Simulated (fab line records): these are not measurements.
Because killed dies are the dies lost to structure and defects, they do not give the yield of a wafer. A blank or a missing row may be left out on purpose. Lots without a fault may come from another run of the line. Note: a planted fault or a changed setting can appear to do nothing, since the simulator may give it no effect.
fab line records -- flow nand-harc
[record] lots = 24, wafers = 72, last-day = 34
route steps=1302 shown P_M0@263 P_M1@306
lots with no fault: from the same line, run without faults
start-h: hours from the record's opening day to when the first of the lot's shown wafers began -- wait-h: hours since the lot's step before -- " repeats the value in the row above -- L1.1+2: several wafers, shown together as one row -- - no value present, or no start provided -- * or withheld: withheld -- < > ~ a bound
route shown NAME@n: NAME is a module with steps in the file, n the number in the route of the first one -- usual: average and standard deviation across the fault-free wafers -- same: alike in all rows -- chamber/n: place in a boat -- sites: readings site by site -- _std_site: standard deviation across them -- _edge_site: inner sites' mean taken away from outer sites' mean -- radius-mm: for every site, how far away it sits from the centre of the wafer -- mask NAME#n: copy n -- behind: the tool/chamber that last shaped the wafer -- hold: reason for holding the lot/hours on hold/outcome of the hold -- device: whichever transistor did not switch (one of n, p or np) -- end of line: the tests these same wafers got at the end of their route -- a step given without rows: its recipe and nothing more -- killed: dies lost to structure and defects at the first sort, not the wafer's yield -- map: dies across one wafer; x = killed, . = not, _ = none there
set.NAME: the run value of the setting; set.NAME@STEP: its run value at that earlier step -- model.NAME: the simulator's own value behind a step, which no gauge read
steps of the route over a sample of lots; a table a step, a row a wafer
services: when a tool's chamber went out of use (start-h, in hours from the record's first day, below 0 if earlier), for how many hours, and the reason
[[steps]]
[step NHARC_P_M0_CD_MEAS_09]
[recipe] target-cd-nm = 90, landing-energy-ev = 500
[usual] cd-nm = 90.3/0.83
lot.wafer,tool,chamber,start-h,wait-h,cd-nm
L074.3,cd-sem-02,0,130.40,-,89.4
L074.5,cd-sem-02,0,130.40,-,89.5
L074.6,cd-sem-02,0,130.40,-,90.4
L075.2,cd-sem-03,0,136.91,-,91.9
L075.4,cd-sem-03,0,136.91,-,90.6
L075.5,cd-sem-03,0,136.91,-,89.2
L076.1,cd-sem-01,0,138.80,-,89.8
L076.3,cd-sem-01,0,138.80,-,90.0
L076.4,cd-sem-01,0,138.80,-,89.6
L077.1,cd-sem-01,0,156.73,-,89.4
L077.4,cd-sem-01,0,156.73,-,91.6
L077.5,cd-sem-01,0,156.73,-,90.6
L078.2,cd-sem-01,0,162.84,-,91.6
L078.3,cd-sem-01,0,162.84,-,90.6
L078.4,cd-sem-01,0,162.84,-,91.6
L079.1,cd-sem-02,0,174.84,-,90.8
L079.3,cd-sem-02,0,174.84,-,90.7
L079.4,cd-sem-02,0,174.84,-,90.8
L080.2,cd-sem-01,0,182.10,-,90.6
L080.3,cd-sem-01,0,182.10,-,88.7
L080.4,cd-sem-01,0,182.10,-,89.4
L081.3,cd-sem-02,0,191.92,-,90.3
L081.5,cd-sem-02,0,191.92,-,91.9
L081.6,cd-sem-02,0,191.92,-,89.5
L082.1,cd-sem-03,0,203.46,-,90.7
L082.4,cd-sem-03,0,203.46,-,90.0
L082.6,cd-sem-03,0,203.46,-,88.6
L083.3,cd-sem-01,0,223.40,-,91.5
L083.4,cd-sem-01,0,223.40,-,91.2
L083.6,cd-sem-01,0,223.40,-,90.7
L084.1,cd-sem-03,0,227.91,-,91.7
L084.2,cd-sem-03,0,227.91,-,90.4
L084.6,cd-sem-03,0,227.91,-,90.0
L085.1,cd-sem-01,0,230.89,-,91.2
L085.4,cd-sem-01,0,230.89,-,90.5
L085.5,cd-sem-01,0,230.89,-,91.5
L086.1,cd-sem-01,0,245.45,-,90.2
L086.3,cd-sem-01,0,245.45,-,90.1
L086.4,cd-sem-01,0,245.45,-,90.3
L087.1,cd-sem-03,0,250.00,-,90.6
L087.5,cd-sem-03,0,250.00,-,91.2
L087.6,cd-sem-03,0,250.00,-,91.9
L088.1,cd-sem-02,0,268.46,-,90.3
L088.5,cd-sem-02,0,268.46,-,90.7
L088.6,cd-sem-02,0,268.46,-,90.8
L089.1,cd-sem-02,0,270.06,-,90.4
L089.3,cd-sem-02,0,270.06,-,91.0
L089.6,cd-sem-02,0,270.06,-,90.9
L090.2,cd-sem-01,0,283.96,-,89.0
L090.5,cd-sem-01,0,283.96,-,88.3
L090.6,cd-sem-01,0,283.96,-,90.3
L091.2,cd-sem-01,0,297.67,-,90.6
L091.3,cd-sem-01,0,297.67,-,91.1
L091.5,cd-sem-01,0,297.67,-,92.0
L092.2,cd-sem-02,0,303.60,-,90.6
L092.3,cd-sem-02,0,303.60,-,89.6
L092.5,cd-sem-02,0,303.60,-,89.7
L093.2,cd-sem-01,0,318.34,-,89.1
L093.4,cd-sem-01,0,318.34,-,90.4
L093.5,cd-sem-01,0,318.34,-,90.0
L094.2,cd-sem-02,0,323.98,-,89.4
L094.3,cd-sem-02,0,323.98,-,89.8
L094.5,cd-sem-02,0,323.98,-,90.5
L095.3,cd-sem-03,0,333.71,-,90.8
L095.4,cd-sem-03,0,333.71,-,89.9
L095.6,cd-sem-03,0,333.71,-,90.3
L096.1,cd-sem-01,0,342.19,-,90.1
L096.3,cd-sem-01,0,342.19,-,91.0
L096.4,cd-sem-01,0,342.19,-,90.4
L097.1,cd-sem-02,0,355.54,-,89.6
L097.4,cd-sem-02,0,355.54,-,89.4
L097.5,cd-sem-02,0,355.54,-,88.7
[step NHARC_P_M0_OVL_MEAS_10]
[recipe] pitch-nm = 180
[usual] overlay-x-nm = 0.1/0.79, overlay-y-nm = 0.0/1.1
lot.wafer,tool,chamber,start-h,wait-h,overlay-x-nm,overlay-y-nm
L074.3,overlay-02,-,130.48,-,-0.9,-0.8
L074.5,overlay-02,-,130.48,-,-0.4,-0.6
L074.6,overlay-02,-,130.48,-,-0.6,-1.2
L075.2,overlay-01,-,137.00,-,0.1,-0.9
L075.4,overlay-01,-,137.00,-,-0.6,-0.9
L075.5,overlay-01,-,137.00,-,-0.2,-0.4
L076.1,overlay-01,-,138.89,-,0.6,0.1
L076.3,overlay-01,-,138.89,-,0.3,0.2
L076.4,overlay-01,-,138.89,-,0.4,-0.1
L077.1,overlay-01,-,156.81,-,0.6,-1.2
L077.4,overlay-01,-,156.81,-,0.8,-1.1
L077.5,overlay-01,-,156.81,-,0.9,-0.1
L078.2,overlay-02,-,162.92,-,-0.3,0.4
L078.3,overlay-02,-,162.92,-,-0.5,0.6
L078.4,overlay-02,-,162.92,-,-0.4,0.7
L079.1,overlay-01,-,174.92,-,-1.6,-1.0
L079.3,overlay-01,-,174.92,-,-1.5,-1.2
L079.4,overlay-01,-,174.92,-,-1.2,-0.7
L080.2,overlay-02,-,182.18,-,-0.2,0.1
L080.3,overlay-02,-,182.18,-,-0.5,-0.7
L080.4,overlay-02,-,182.18,-,0.3,-0.4
L081.3,overlay-01,-,192.01,-,-0.7,-0.7
L081.5,overlay-01,-,192.01,-,-0.2,-0.8
L081.6,overlay-01,-,192.01,-,-0.4,-0.6
L082.1,overlay-02,-,203.55,-,0.8,2.3
L082.4,overlay-02,-,203.55,-,0.2,1.4
L082.6,overlay-02,-,203.55,-,0.2,1.0
L083.3,overlay-01,-,223.48,-,0.0,1.3
L083.4,overlay-01,-,223.48,-,0.3,1.5
L083.6,overlay-01,-,223.48,-,0.1,0.9
L084.1,overlay-01,-,228.00,-,-0.7,2.0
L084.2,overlay-01,-,228.00,-,-0.5,1.9
L084.6,overlay-01,-,228.00,-,-0.4,2.1
L085.1,overlay-02,-,230.98,-,1.1,-1.3
L085.4,overlay-02,-,230.98,-,0.4,-0.7
L085.5,overlay-02,-,230.98,-,0.3,-0.6
L086.1,overlay-01,-,245.54,-,0.5,-1.4
L086.3,overlay-01,-,245.54,-,0.3,-1.3
L086.4,overlay-01,-,245.54,-,0.2,-1.2
L087.1,overlay-01,-,250.09,-,1.3,1.2
L087.5,overlay-01,-,250.09,-,1.4,1.0
L087.6,overlay-01,-,250.09,-,1.8,0.8
L088.1,overlay-01,-,268.55,-,0.7,0.0
L088.5,overlay-01,-,268.55,-,0.0,-0.3
L088.6,overlay-01,-,268.55,-,0.2,0.3
L089.1,overlay-02,-,270.14,-,1.2,0.6
L089.3,overlay-02,-,270.14,-,1.2,1.2
L089.6,overlay-02,-,270.14,-,0.5,0.8
L090.2,overlay-02,-,284.04,-,-1.1,0.0
L090.5,overlay-02,-,284.04,-,-0.9,0.1
L090.6,overlay-02,-,284.04,-,-1.3,0.9
L091.2,overlay-02,-,297.75,-,-1.2,-2.0
L091.3,overlay-02,-,297.75,-,-1.4,-2.5
L091.5,overlay-02,-,297.75,-,-1.1,-2.2
L092.2,overlay-02,-,303.68,-,0.0,-0.1
L092.3,overlay-02,-,303.68,-,0.2,0.3
L092.5,overlay-02,-,303.68,-,0.1,-0.4
L093.2,overlay-01,-,318.43,-,0.2,-0.4
L093.4,overlay-01,-,318.43,-,0.0,-0.3
L093.5,overlay-01,-,318.43,-,0.4,-0.2
L094.2,overlay-01,-,324.07,-,0.6,-0.1
L094.3,overlay-01,-,324.07,-,0.5,-0.8
L094.5,overlay-01,-,324.07,-,1.2,-0.2
L095.3,overlay-02,-,333.80,-,0.8,0.8
L095.4,overlay-02,-,333.80,-,1.6,0.8
L095.6,overlay-02,-,333.80,-,0.7,1.4
L096.1,overlay-02,-,342.28,-,1.1,0.0
L096.3,overlay-02,-,342.28,-,1.5,-0.2
L096.4,overlay-02,-,342.28,-,1.5,-0.6
L097.1,overlay-01,-,355.63,-,0.0,1.7
L097.4,overlay-01,-,355.63,-,0.0,1.1
L097.5,overlay-01,-,355.63,-,-0.4,1.1
[step NHARC_P_M0_ETCH_15]
[recipe] target-depth-a = 1500, overetch-a = 150, time-s = 82.5, c4f8-flow-sccm = withheld, ar-flow-sccm = 400, rf-w = 600, bias-w = 300, chemistry = C4F8/Ar
[usual] oes-product-au = 0.956/0.021, rf-vpp-V = 440.4/2.7
[same] time-s = 82.5
lot.wafer,tool,chamber,start-h,wait-h,oes-product-au,rf-hours-counter-h,rf-vpp-V
L074.3,rie-diel-03,1,-,-,0.997,3,439.8
L074.5,rie-diel-03,3,-,-,0.964,-,445.3
L074.6,rie-diel-03,0,-,-,0.982,-,438.7
L075.4,rie-diel-08,2,-,-,0.932,47,443.9
L075.2,rie-diel-08,0,-,-,0.929,40,437.8
L075.5,rie-diel-08,3,-,-,0.925,-,443.4
L076.3,rie-diel-12,2,-,-,0.956,16,442.5
L076.1,rie-diel-12,3,-,-,0.972,11,443.9
L076.4,rie-diel-12,3,-,-,0.963,-,443.3
L077.4,rie-diel-08,3,-,-,0.978,53,443.3
L077.1,rie-diel-08,0,-,-,0.973,47,437.9
L077.5,rie-diel-08,2,-,-,0.962,-,443.8
L078.2,rie-diel-08,0,-,-,0.924,48,437.6
L078.4,rie-diel-08,1,-,-,0.952,48,439.1
L078.3,rie-diel-08,3,-,-,0.934,55,443.0
L079.1,rie-diel-03,1,-,-,0.974,9,439.4
L079.3,rie-diel-03,2,-,-,0.954,10,440.0
L079.4,rie-diel-03,2,-,-,0.960,-,437.1
L080.2,rie-diel-03,0,-,-,0.962,11,437.2
L080.3,rie-diel-03,1,-,-,0.975,12,438.9
L080.4,rie-diel-03,1,-,-,0.976,-,439.3
L081.3,rie-diel-03,3,-,-,0.980,10,446.1
L081.5,rie-diel-03,1,-,-,0.971,-,441.0
L081.6,rie-diel-03,2,-,-,0.953,-,437.8
L082.4,rie-diel-08,3,-,-,0.947,0,444.5
L082.1,rie-diel-08,1,-,-,0.980,0,438.6
L082.6,rie-diel-08,3,-,-,0.951,-,443.9
L083.4,rie-diel-12,2,-,-,0.966,39,442.0
L083.3,rie-diel-12,3,-,-,0.985,33,443.3
L083.6,rie-diel-12,1,-,-,0.961,-,440.9
L084.1,rie-diel-03,1,-,-,0.976,19,438.5
L084.2,rie-diel-03,2,-,-,0.969,19,437.7
L084.6,rie-diel-03,1,-,-,0.975,-,438.7
L085.1,rie-diel-08,0,-,-,0.977,8,437.2
L085.4,rie-diel-08,1,-,-,0.956,8,439.9
L085.5,rie-diel-08,2,-,-,0.943,-,442.3
L086.4,rie-diel-03,3,-,-,0.981,17,445.8
L086.1,rie-diel-03,0,-,-,0.950,20,437.5
L086.3,rie-diel-03,1,-,-,0.993,21,439.6
L087.1,rie-diel-03,3,-,-,0.996,17,445.3
L087.6,rie-diel-03,1,-,-,0.971,-,439.3
L087.5,rie-diel-03,2,-,-,0.973,-,439.4
L088.1,rie-diel-03,0,-,-,0.952,21,436.9
L088.6,rie-diel-03,2,-,-,0.955,-,437.1
L088.5,rie-diel-03,3,-,-,0.964,-,444.7
L089.1,rie-diel-03,0,-,-,0.969,21,437.9
L089.3,rie-diel-03,3,-,-,0.967,19,444.6
L089.6,rie-diel-03,1,-,-,0.975,-,441.1
L090.2,rie-diel-12,0,-,-,0.957,4,438.4
L090.6,rie-diel-12,3,-,-,0.971,-,441.6
L090.5,rie-diel-12,0,-,-,0.961,-,439.6
L091.2,rie-diel-12,3,-,-,0.938,10,441.7
L091.3,rie-diel-12,1,-,-,0.942,8,439.7
L091.5,rie-diel-12,2,-,-,0.934,-,444.6
L092.2,rie-diel-08,1,-,-,0.925,39,438.0
L092.3,rie-diel-08,2,-,-,0.907,36,442.2
L092.5,rie-diel-08,0,-,-,0.937,-,436.6
L093.2,rie-diel-08,2,-,-,0.907,40,442.8
L093.4,rie-diel-08,3,-,-,0.896,36,442.9
L093.5,rie-diel-08,1,-,-,0.926,-,438.6
L094.3,rie-diel-03,0,-,-,0.963,8,438.2
L094.2,rie-diel-03,1,-,-,0.972,9,438.1
L094.5,rie-diel-03,1,-,-,0.955,-,440.9
L095.4,rie-diel-03,2,-,-,0.955,6,438.2
L095.3,rie-diel-03,3,-,-,0.935,6,444.2
L095.6,rie-diel-03,2,-,-,0.952,-,438.9
L096.1,rie-diel-08,1,-,-,0.919,51,438.6
L096.3,rie-diel-08,3,-,-,0.908,45,443.0
L096.4,rie-diel-08,3,-,-,0.909,-,444.2
L097.1,rie-diel-03,2,-,-,0.939,14,438.3
L097.4,rie-diel-03,3,-,-,0.962,12,445.3
L097.5,rie-diel-03,3,-,-,0.964,-,443.1
[step NHARC_P_M0_PVD_21]
[recipe] target-thk-a = 300, chamber-pressure-pa = 5, power-w = 5000, substrate-temp-c = 30, time-s = 20.49, material = Cu
[usual] throttle-valve-pct = 30.2/0.97
[same] time-s = 20.49
lot.wafer,tool,chamber,start-h,wait-h,throttle-valve-pct
L074.3,pvd-sputter-03,-,-,-,30.4
L074.6,pvd-sputter-03,-,-,-,30.7
L074.5,pvd-sputter-03,-,-,-,31.8
L075.2,pvd-sputter-03,-,-,-,29.4
L075.4,pvd-sputter-03,-,-,-,29.5
L075.5,pvd-sputter-03,-,-,-,29.6
L076.3,pvd-sputter-03,-,-,-,29.5
L076.4,pvd-sputter-03,-,-,-,30.5
L076.1,pvd-sputter-03,-,-,-,31.6
L077.4,pvd-sputter-03,-,-,-,29.8
L077.1,pvd-sputter-03,-,-,-,31.8
L077.5,pvd-sputter-03,-,-,-,29.5
L078.3,pvd-sputter-03,-,-,-,32.1
L078.4,pvd-sputter-03,-,-,-,29.7
L078.2,pvd-sputter-03,-,-,-,29.7
L079.1,pvd-sputter-02,-,-,-,30.9
L079.4,pvd-sputter-02,-,-,-,29.2
L079.3,pvd-sputter-02,-,-,-,29.4
L080.3,pvd-sputter-02,-,-,-,31.0
L080.4,pvd-sputter-02,-,-,-,29.5
L080.2,pvd-sputter-02,-,-,-,29.8
L081.3,pvd-sputter-01,-,-,-,30.1
L081.6,pvd-sputter-01,-,-,-,30.3
L081.5,pvd-sputter-01,-,-,-,30.5
L082.4,pvd-sputter-02,-,-,-,30.9
L082.1,pvd-sputter-02,-,-,-,29.2
L082.6,pvd-sputter-02,-,-,-,29.4
L083.3,pvd-sputter-01,-,-,-,30.3
L083.4,pvd-sputter-01,-,-,-,29.2
L083.6,pvd-sputter-01,-,-,-,30.4
L084.2,pvd-sputter-02,-,-,-,29.2
L084.1,pvd-sputter-02,-,-,-,29.4
L084.6,pvd-sputter-02,-,-,-,30.0
L085.4,pvd-sputter-02,-,-,-,30.4
L085.1,pvd-sputter-02,-,-,-,29.2
L085.5,pvd-sputter-02,-,-,-,29.5
L086.3,pvd-sputter-02,-,-,-,29.9
L086.4,pvd-sputter-02,-,-,-,30.9
L086.1,pvd-sputter-02,-,-,-,28.9
L087.1,pvd-sputter-02,-,-,-,29.0
L087.5,pvd-sputter-02,-,-,-,29.4
L087.6,pvd-sputter-02,-,-,-,30.2
L088.1,pvd-sputter-02,-,-,-,30.2
L088.6,pvd-sputter-02,-,-,-,31.2
L088.5,pvd-sputter-02,-,-,-,29.3
L089.1,pvd-sputter-02,-,-,-,31.1
L089.3,pvd-sputter-02,-,-,-,30.1
L089.6,pvd-sputter-02,-,-,-,30.9
L090.2,pvd-sputter-03,-,-,-,30.0
L090.6,pvd-sputter-03,-,-,-,30.3
L090.5,pvd-sputter-03,-,-,-,32.8
L091.2,pvd-sputter-01,-,-,-,29.1
L091.3,pvd-sputter-01,-,-,-,28.9
L091.5,pvd-sputter-01,-,-,-,29.1
L092.2,pvd-sputter-01,-,-,-,28.8
L092.3,pvd-sputter-01,-,-,-,31.0
L092.5,pvd-sputter-01,-,-,-,30.5
L093.2,pvd-sputter-03,-,-,-,32.5
L093.4,pvd-sputter-03,-,-,-,30.0
L093.5,pvd-sputter-03,-,-,-,30.2
L094.2,pvd-sputter-03,-,-,-,29.5
L094.3,pvd-sputter-03,-,-,-,30.1
L094.5,pvd-sputter-03,-,-,-,30.4
L095.3,pvd-sputter-03,-,-,-,29.3
L095.4,pvd-sputter-03,-,-,-,30.3
L095.6,pvd-sputter-03,-,-,-,30.3
L096.3,pvd-sputter-02,-,-,-,31.5
L096.1,pvd-sputter-02,-,-,-,28.9
L096.4,pvd-sputter-02,-,-,-,29.9
L097.1,pvd-sputter-02,-,-,-,31.4
L097.4,pvd-sputter-02,-,-,-,30.2
L097.5,pvd-sputter-02,-,-,-,31.3
[step NHARC_P_M1_PRE_CLEAN_30]
[recipe] time-s = 30, temp-c = 280, gas = H2/He
[usual] heater-power-w = 420/48
[same] time-s = 30
lot.wafer,tool,chamber,start-h,wait-h,heater-power-w
L074.3,pvd-sputter-03,-,-,-,414
L074.6,pvd-sputter-03,-,-,-,423
L074.5,pvd-sputter-03,-,-,-,387
L075.2,pvd-sputter-01,-,-,-,343
L075.4,pvd-sputter-01,-,-,-,414
L075.5,pvd-sputter-01,-,-,-,360
L076.4,pvd-sputter-02,-,-,-,413
L076.3,pvd-sputter-02,-,-,-,515
L076.1,pvd-sputter-02,-,-,-,406
L077.1,pvd-sputter-01,-,-,-,350
L077.4,pvd-sputter-01,-,-,-,357
L077.5,pvd-sputter-01,-,-,-,353
L078.3,pvd-sputter-01,-,-,-,407
L078.2,pvd-sputter-01,-,-,-,356
L078.4,pvd-sputter-01,-,-,-,420
L079.3,pvd-sputter-02,-,-,-,518
L079.1,pvd-sputter-02,-,-,-,410
L079.4,pvd-sputter-02,-,-,-,406
L080.2,pvd-sputter-02,-,-,-,527
L080.4,pvd-sputter-02,-,-,-,415
L080.3,pvd-sputter-02,-,-,-,429
L081.3,pvd-sputter-03,-,-,-,445
L081.6,pvd-sputter-03,-,-,-,445
L081.5,pvd-sputter-03,-,-,-,442
L082.4,pvd-sputter-01,-,-,-,421
L082.1,pvd-sputter-01,-,-,-,347
L082.6,pvd-sputter-01,-,-,-,402
L083.3,pvd-sputter-02,-,-,-,421
L083.4,pvd-sputter-02,-,-,-,519
L083.6,pvd-sputter-02,-,-,-,404
L084.1,pvd-sputter-03,-,-,-,351
L084.2,pvd-sputter-03,-,-,-,485
L084.6,pvd-sputter-03,-,-,-,362
L085.1,pvd-sputter-01,-,-,-,354
L085.4,pvd-sputter-01,-,-,-,441
L085.5,pvd-sputter-01,-,-,-,353
L086.4,pvd-sputter-03,-,-,-,361
L086.3,pvd-sputter-03,-,-,-,474
L086.1,pvd-sputter-03,-,-,-,451
L087.1,pvd-sputter-02,-,-,-,514
L087.5,pvd-sputter-02,-,-,-,391
L087.6,pvd-sputter-02,-,-,-,420
L088.1,pvd-sputter-01,-,-,-,432
L088.5,pvd-sputter-01,-,-,-,435
L088.6,pvd-sputter-01,-,-,-,395
L089.3,pvd-sputter-03,-,-,-,467
L089.1,pvd-sputter-03,-,-,-,435
L089.6,pvd-sputter-03,-,-,-,476
L090.2,pvd-sputter-03,-,-,-,443
L090.6,pvd-sputter-03,-,-,-,432
L090.5,pvd-sputter-03,-,-,-,449
L091.2,pvd-sputter-03,-,-,-,474
L091.3,pvd-sputter-03,-,-,-,351
L091.5,pvd-sputter-03,-,-,-,479
L092.3,pvd-sputter-03,-,-,-,458
L092.2,pvd-sputter-03,-,-,-,445
L092.5,pvd-sputter-03,-,-,-,485
L093.2,pvd-sputter-03,-,-,-,446
L093.4,pvd-sputter-03,-,-,-,479
L093.5,pvd-sputter-03,-,-,-,361
L094.2,pvd-sputter-03,-,-,-,363
L094.3,pvd-sputter-03,-,-,-,455
L094.5,pvd-sputter-03,-,-,-,480
L095.3,pvd-sputter-02,-,-,-,428
L095.4,pvd-sputter-02,-,-,-,406
L095.6,pvd-sputter-02,-,-,-,500
L096.1,pvd-sputter-01,-,-,-,385
L096.4,pvd-sputter-01,-,-,-,435
L096.3,pvd-sputter-01,-,-,-,401
L097.4,pvd-sputter-03,-,-,-,365
L097.1,pvd-sputter-03,-,-,-,503
L097.5,pvd-sputter-03,-,-,-,364
[step NHARC_P_M1_INSPECT_27]
[usual] raw-defect-count = 358/150
lot.wafer,tool,chamber,start-h,wait-h,raw-defect-count
L074.3,defect-inspect-02,-,137.20,0.0,461
L074.5,defect-inspect-02,-,137.20,0.0,539
L074.6,defect-inspect-02,-,137.20,0.0,562
L075.2,defect-inspect-02,-,143.85,0.0,185
L075.4,defect-inspect-02,-,143.85,0.0,238
L075.5,defect-inspect-02,-,143.85,0.0,308
L076.1,defect-inspect-02,-,145.70,0.0,176
L076.3,defect-inspect-02,-,145.70,0.0,237
L076.4,defect-inspect-02,-,145.70,0.0,364
L077.1,defect-inspect-01,-,163.57,0.0,302
L077.4,defect-inspect-01,-,163.57,0.0,704
L077.5,defect-inspect-01,-,163.57,0.0,343
L078.2,defect-inspect-02,-,170.12,0.0,189
L078.3,defect-inspect-02,-,170.12,0.0,441
L078.4,defect-inspect-02,-,170.12,0.0,213
L079.1,defect-inspect-02,-,181.59,0.0,199
L079.3,defect-inspect-02,-,181.59,0.0,384
L079.4,defect-inspect-02,-,181.59,0.0,383
L080.2,defect-inspect-01,-,188.81,0.0,750
L080.3,defect-inspect-01,-,188.81,0.0,707
L080.4,defect-inspect-01,-,188.81,0.0,746
L081.3,defect-inspect-02,-,198.72,0.0,278
L081.5,defect-inspect-02,-,198.72,0.0,392
L081.6,defect-inspect-02,-,198.72,0.0,284
L082.1,defect-inspect-01,-,210.17,0.0,318
L082.4,defect-inspect-01,-,210.17,0.0,343
L082.6,defect-inspect-01,-,210.17,0.0,354
L083.3,defect-inspect-02,-,230.22,0.0,277
L083.4,defect-inspect-02,-,230.22,0.0,186
L083.6,defect-inspect-02,-,230.22,0.0,175
L084.1,defect-inspect-02,-,235.38,0.0,373
L084.2,defect-inspect-02,-,235.38,0.0,341
L084.6,defect-inspect-02,-,235.38,0.0,439
L085.1,defect-inspect-01,-,237.83,0.0,315
L085.4,defect-inspect-01,-,237.83,0.0,366
L085.5,defect-inspect-01,-,237.83,0.0,281
L086.1,defect-inspect-01,-,252.43,0.0,334
L086.3,defect-inspect-01,-,252.43,0.0,156
L086.4,defect-inspect-01,-,252.43,0.0,243
L087.1,defect-inspect-02,-,257.53,0.0,270
L087.5,defect-inspect-02,-,257.53,0.0,616
L087.6,defect-inspect-02,-,257.53,0.0,410
L088.1,defect-inspect-02,-,275.56,0.0,286
L088.5,defect-inspect-02,-,275.56,0.0,588
L088.6,defect-inspect-02,-,275.56,0.0,532
L089.1,defect-inspect-02,-,276.97,0.0,351
L089.3,defect-inspect-02,-,276.97,0.0,389
L089.6,defect-inspect-02,-,276.97,0.0,482
L090.2,defect-inspect-01,-,290.90,0.0,541
L090.5,defect-inspect-01,-,290.90,0.0,362
L090.6,defect-inspect-01,-,290.90,0.0,523
L091.2,defect-inspect-02,-,304.95,0.0,295
L091.3,defect-inspect-02,-,304.95,0.0,464
L091.5,defect-inspect-02,-,304.95,0.0,335
L092.2,defect-inspect-02,-,310.42,0.0,387
L092.3,defect-inspect-02,-,310.42,0.0,206
L092.5,defect-inspect-02,-,310.42,0.0,230
L093.2,defect-inspect-01,-,325.65,0.0,227
L093.4,defect-inspect-01,-,325.65,0.0,488
L093.5,defect-inspect-01,-,325.65,0.0,375
L094.2,defect-inspect-02,-,330.69,0.0,160
L094.3,defect-inspect-02,-,330.69,0.0,328
L094.5,defect-inspect-02,-,330.69,0.0,159
L095.3,defect-inspect-01,-,340.54,0.0,416
L095.4,defect-inspect-01,-,340.54,0.0,234
L095.6,defect-inspect-01,-,340.54,0.0,191
L096.1,defect-inspect-02,-,349.16,0.0,387
L096.3,defect-inspect-02,-,349.16,0.0,235
L096.4,defect-inspect-02,-,349.16,0.0,197
L097.1,defect-inspect-01,-,362.41,0.0,597
L097.4,defect-inspect-01,-,362.41,0.0,336
L097.5,defect-inspect-01,-,362.41,0.0,463
[[services]]
tool,chamber,start-h,hours,kind
rie-diel-08,1,111.23,1.2,repair
rie-diel-03,0,113.83,-,clean
rie-diel-03,1,113.83,-,clean
rie-diel-03,2,113.83,-,clean
rie-diel-03,3,113.83,-,clean
rie-diel-12,1,137.57,9.9,repair
pvd-sputter-03,-,170.00,10.0,pm
rie-diel-03,3,171.80,6.1,repair
rie-diel-12,-,177.68,1.4,repair
rie-diel-03,3,177.94,6.1,repair
rie-diel-08,-,190.88,9.0,pm
pvd-sputter-01,-,196.05,4.3,repair
pvd-sputter-01,-,226.00,10.0,pm
pvd-sputter-01,-,250.83,0.5,repair
pvd-sputter-02,-,268.20,1.1,repair
rie-diel-12,-,269.73,9.0,pm
rie-diel-03,3,280.78,16.3,repair
rie-diel-03,-,281.89,9.0,pm
pvd-sputter-02,-,282.05,10.0,pm
rie-diel-12,2,283.17,8.2,repair
rie-diel-12,0,285.25,17.2,repair
rie-diel-03,2,295.98,7.3,repair
rie-diel-08,2,342.26,1.4,repair
pvd-sputter-03,-,348.00,10.0,pm
[[key]]
fault none
